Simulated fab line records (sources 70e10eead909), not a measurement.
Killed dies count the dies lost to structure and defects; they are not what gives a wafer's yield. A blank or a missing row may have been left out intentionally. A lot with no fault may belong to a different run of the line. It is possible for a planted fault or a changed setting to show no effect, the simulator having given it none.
Which tool is to blame? -- flow nand harc -- 6 lots with 18 wafers sampled at 2 steps, on a route of 1302 steps

== WHAT THE GAUGES READ, wafer by wafer ==
NHARC_A_ONON_D2_THK_MEAS_30: measures by ellipsometry.
lot,measured,on,thk nm (nm)
L840,day 14 07:24,film metro-01,1014 1012 1013
L841,day 14 20:18,film metro-01,986 989 988
L846,day 16 04:25,film metro-02,1059 1058 1060
L853,day 19 08:28,film metro-02,994 993 992
L856,day 21 04:20,film metro-01,998 999 999
L858,day 21 04:35,film metro-01,995 995 997

== WHICH TOOL RAN EACH LOT (tool, then ch and the chambers of the sampled wafers, then the start) ==
lot,NHARC_A_ONON_D2_DEP_28
L840,"pecvd onon-03 ch 0, day 14 06:57"
L841,"pecvd onon-03 ch 0, day 14 19:55"
L846,"pecvd onon-04 ch 0, day 16 03:55"
L853,"pecvd onon-03 ch 0, day 19 07:56"
L856,"pecvd onon-03 ch 0, day 21 03:50"
L858,"pecvd onon-01 ch 0, day 21 04:08"
- NHARC_A_ONON_D2_DEP_28: target thk 1000 nm.

== THE ANSWER, worked out from the rows above alone ==
Rule: the lots themselves supply what counts as usual. The widest of any qualifying gaps counts: lots, ordered by their means at a reading, are off when they make up no more than a third of the lots, leave a main group of 4 or more, and stand apart from it by 3 or more times the standard deviation of that group's means. The tables above print the reading to a certain number of digits; a main group whose means all agree to those digits is not used. Also off: a lot with no number at a reading for which 4 or more lots have one. All remaining lots with rows at the step are treated as sound.
Off: L846 (NHARC_A_ONON_D2_THK_MEAS_30, thk nm). The main group: mean 998 nm, standard deviation 8.5.
If a tool, at a process step before that reading, ran all the lots that are off and no sound lot after the first of them, it fits. Those tools and the gauges at NHARC_A_ONON_D2_THK_MEAS_30 are tried in the same way. One candidate fits, namely pecvd onon-04 at NHARC_A_ONON_D2_DEP_28. It ran no sound lot before its first lot that is off in this sample, so the start can't be narrowed down.

== WHAT WAS PUT IN BY THE SIMULATOR ==
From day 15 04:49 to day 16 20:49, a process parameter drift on pecvd onon-04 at NHARC_A_ONON_D2_DEP_28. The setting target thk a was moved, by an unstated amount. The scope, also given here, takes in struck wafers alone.
Struck lots among those shown: L846. Same finding as the rule above.
